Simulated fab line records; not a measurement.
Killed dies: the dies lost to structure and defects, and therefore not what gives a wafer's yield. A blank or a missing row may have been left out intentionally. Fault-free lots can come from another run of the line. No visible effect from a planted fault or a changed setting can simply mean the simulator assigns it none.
Which tool did it?	flow nand harc	11 lots with 33 wafers sampled at 6 steps, on a route of 1302 steps

## WHAT THE GAUGES READ, wafer by wafer
NHARC_P_GATE_CD_MEAS_11: the cd target is 1640 nm. Usual: 1640.1 nm for cd nm, sd 1.4.
lot	measured	on	cd nm (nm)	flag
L476	day 4 07:37	cd sem-03	1640.9 1641.9 1641.1	
L478	day 5 04:20	cd sem-02	1638.9 1640.1 1640.8	
L481	day 6 09:32	cd sem-03	1639.8 1640.5 1641.3	
L483	day 7 08:31	cd sem-03	1637.3 1637.6 1636.5	
L486	day 8 08:46	cd sem-03	- - -	OFF
L487	day 8 22:15	cd sem-02	1641.9 1641.0 1640.2	
L490	day 10 12:54	cd sem-03	1639.4 1638.8 1636.5	
L496	day 12 14:02	cd sem-01	1640.1 1640.4 1640.0	
L497	day 13 05:34	cd sem-02	1640.3 1639.9 1641.8	
L498	day 13 13:03	cd sem-01	1639.2 1641.2 1638.9	
L499	day 13 21:09	cd sem-03	1637.5 1640.3 1638.6	

NHARC_END_SORT_01. Usual: killed at array 60, standard deviation 21; killed at other 1.0, standard deviation 1.2; killed at periphery 4.2, standard deviation 2.8; killed dies 65, standard deviation 20; killed open 3.1, standard deviation 1.8; killed short 2.6, standard deviation 1.6.
lot	measured	on	killed at array	killed at other	killed at periphery	killed dies	killed open	killed short	flag
L486	day 28 00:35	prober-02	46 62 62	1 1 2	630 614 613	677 677 677	1 3 5	2 5 2	OFF

## EACH LOT AND THE TOOL THAT RAN IT (in order: tool; ch and the chambers of the sampled wafers; start)
lot	NHARC_P_STI_ETCH_42	NHARC_P_GATE_EXPOSE_08	NHARC_P_GATE_DEP_103	NHARC_P_GATE_ETCH_114
L476	rie diel-13 ch 0,1,3, day 2 20:15	krf scanner-04 ch 0, day 4 07:28	pecvd-01 ch 0,2, day 4 21:44	rie diel-03 ch 0,2, no start
L478	rie diel-13 ch 1,2,3, day 3 15:37	krf scanner-01 ch 0, day 5 04:11	pecvd-03 ch 0,1,2, day 5 17:37	rie diel-03 ch 2,3, no start
L481	rie diel-02 ch 1,3, day 4 22:07	krf scanner-01 ch 0, day 6 09:23	pecvd-02 ch 0,2, day 6 22:52	rie diel-11 ch 0,2,3, no start
L483	rie diel-13 ch 0,2,3, day 5 17:52	krf scanner-04 ch 0, day 7 08:22	pecvd-02 ch 0,1,2, day 7 21:45	rie diel-03 ch 1,2,3, no start
L486	rie diel-13 ch 1,2, day 7 00:16	krf scanner-04 ch 0, day 8 08:37	pecvd-02 ch 1,2, day 8 23:39	rie diel-03 ch 1,2, day 28 00:35 or earlier
L487	rie diel-13 ch 0,2, day 7 11:47	krf scanner-04 ch 0, day 8 22:05	pecvd-02 ch 0,2, day 9 12:06	rie diel-06 ch 0,2,3, no start
L490	rie diel-13 ch 1,2, day 8 14:47	krf scanner-03 ch 0, day 10 12:44	pecvd-03 ch 0,1, day 11 03:11	rie diel-03 ch 0,1, no start
L496	rie diel-13 ch 0,1,2, day 11 03:22	krf scanner-04 ch 0, day 12 13:53	pecvd-01 ch 0,1,2, day 13 04:01	rie diel-03 ch 1,2,3, no start
L497	rie diel-13 ch 0,3, day 11 13:17	krf scanner-01 ch 0, day 13 05:25	pecvd-02 ch 0,2, day 13 21:53	rie diel-03 ch 0,1,2, no start
L498	rie diel-12 ch 0,1,3, day 11 22:26	krf scanner-01 ch 0, day 13 12:53	pecvd-02 ch 1,2, day 14 02:41	rie diel-03 ch 0,1, no start
L499	rie diel-02 ch 2,3, day 12 08:53	krf scanner-04 ch 0, day 13 21:00	pecvd-02 ch 0,1, day 14 11:59	rie diel-03 ch 2,3, no start
- NHARC_P_STI_ETCH_42: etches the open film in N2/H2, target depth 80 nm, overetch 24 nm, time 61 s.
- NHARC_P_GATE_EXPOSE_08: exposes mask P HV.
- NHARC_P_GATE_DEP_103: deposits SiON, target thk 30 nm.
- NHARC_P_GATE_ETCH_114: etches the open film in CF4/O2, target depth 30 nm, overetch 3 nm, time 16.5 s.

## AS READ BY THE TOOLS THEMSELVES (means over the sampled wafers that have a number; for cases with no such wafer, the mark the record gives instead)
NHARC_P_STI_ETCH_42. Usual: chamber pressure mTorr 30.003 mTorr, standard deviation 0.029; drypump motor current A 6.12 A, standard deviation 0.3; oes product au 1.000 a.u., standard deviation 0.0072; rf vpp V 431.8 V, standard deviation 2.7; showerhead plenum p Torr 2.08 Torr, standard deviation 0.087; throttle valve pct 14.172 %, standard deviation 0.009.
lot	tool	chamber pressure mTorr (mTorr)	drypump motor current A (A)	oes product au (a.u.)	rf vpp V (V)	showerhead plenum p Torr (Torr)	throttle valve pct (%)	flag
L476	rie diel-13	29.998	6.28	1.001	432.6	2.11	14.168	
L478	rie diel-13	30.007	6.00	0.999	433.3	2.13	14.173	
L481	rie diel-02	30.015	6.29	1.003	435.2	2.18	14.173	
L483	rie diel-13	29.999	6.07	0.994	431.2	2.08	14.176	
L486	rie diel-13	29.984	6.13	0.997	432.2	2.11	14.178	
L487	rie diel-13	30.014	6.00	0.996	430.3	2.03	14.163	
L490	rie diel-13	30.002	5.94	1.002	432.0	2.08	14.173	
L496	rie diel-13	30.033	6.21	0.999	431.7	2.06	14.180	
L497	rie diel-13	30.003	6.34	1.011	431.3	2.06	14.176	
L498	rie diel-12	30.001	6.15	0.999	431.8	2.07	14.168	
L499	rie diel-02	29.994	6.09	0.994	435.5	2.18	14.177	

NHARC_P_GATE_EXPOSE_08. Usual: 0.0 nm for focus offset nm, sd 0.53.
lot	tool	focus offset nm (nm)	flag
L476	krf scanner-04	0.0	
L478	krf scanner-01	0.5	
L481	krf scanner-01	-0.0	
L483	krf scanner-04	-0.3	
L486	krf scanner-04	-0.8	
L487	krf scanner-04	-0.1	
L490	krf scanner-03	0.6	
L496	krf scanner-04	0.0	
L497	krf scanner-01	0.0	
L498	krf scanner-01	0.3	
L499	krf scanner-04	-1.1	

NHARC_P_GATE_DEP_103. Usual: 728 W for heater power w, sd 70.
lot	tool	heater power w (W)	flag
L476	pecvd-01	671	
L478	pecvd-03	771	
L481	pecvd-02	675	
L483	pecvd-02	762	
L486	pecvd-02	816	
L487	pecvd-02	704	
L490	pecvd-03	776	
L496	pecvd-01	653	
L497	pecvd-02	748	
L498	pecvd-02	763	
L499	pecvd-02	758	

NHARC_P_GATE_ETCH_114. Usual: chamber pressure mTorr 30.003 mTorr, standard deviation 0.025; drypump motor current A 5.7 A, standard deviation 0.41; oes product au 0.999 a.u., standard deviation 0.0092; rf vpp V 198.4 V, standard deviation 1.4; showerhead plenum p Torr 1.36 Torr, standard deviation 0.055; throttle valve pct 13.397 %, standard deviation 0.0082.
lot	tool	chamber pressure mTorr (mTorr)	drypump motor current A (A)	oes product au (a.u.)	rf vpp V (V)	showerhead plenum p Torr (Torr)	throttle valve pct (%)	flag
L476	rie diel-03	30.019	5.9	0.995	199.4	1.40	13.398	
L478	rie diel-03	29.984	5.6	0.993	199.6	1.41	13.402	
L481	rie diel-11	30.019	5.9	0.994	198.4	1.38	13.403	
L483	rie diel-03	30.011	5.6	0.994	197.9	1.36	13.401	
L486	rie diel-03	29.994	6.0	1.004	198.8	1.36	13.400	
L487	rie diel-06	29.993	6.0	0.993	197.2	1.34	13.394	
L490	rie diel-03	30.002	5.6	1.001	198.1	1.34	13.402	
L496	rie diel-03	29.999	5.5	1.011	198.3	1.36	13.397	
L497	rie diel-03	29.983	5.8	1.001	197.8	1.35	13.398	
L498	rie diel-03	29.992	5.6	1.007	198.2	1.34	13.393	
L499	rie diel-03	29.989	5.2	1.008	199.6	1.41	13.391	

## THE ANSWER, worked out from the rows above alone
Rule: lot off if the mean of its wafers having a number is beyond 3 standard deviations from the usual mean. Also off: a lot with no number at a reading for which 4 or more lots have one. Where the step has rows for the other lots, those lots are counted as sound. Order of review: gauges by route order, followed by the tools' own readings, for which a lot's mean as printed above is used. The first step at which some lot is off is used, and at that step the reading that is off furthest; a lot without a number counts as furthest.
Off: L486 (NHARC_P_GATE_CD_MEAS_11, cd nm). Without a number there: L486.
A tool fits if, at a process step before that reading, it ran every lot that is off, and no sound lot after the first of them. The gauges at NHARC_P_GATE_CD_MEAS_11 aren't tried: what is off there is off at NHARC_END_SORT_01 too, on other tools, and a gauge's error can't cause that. None of those tried fits.

## WHAT THE SIMULATOR HAD PUT IN
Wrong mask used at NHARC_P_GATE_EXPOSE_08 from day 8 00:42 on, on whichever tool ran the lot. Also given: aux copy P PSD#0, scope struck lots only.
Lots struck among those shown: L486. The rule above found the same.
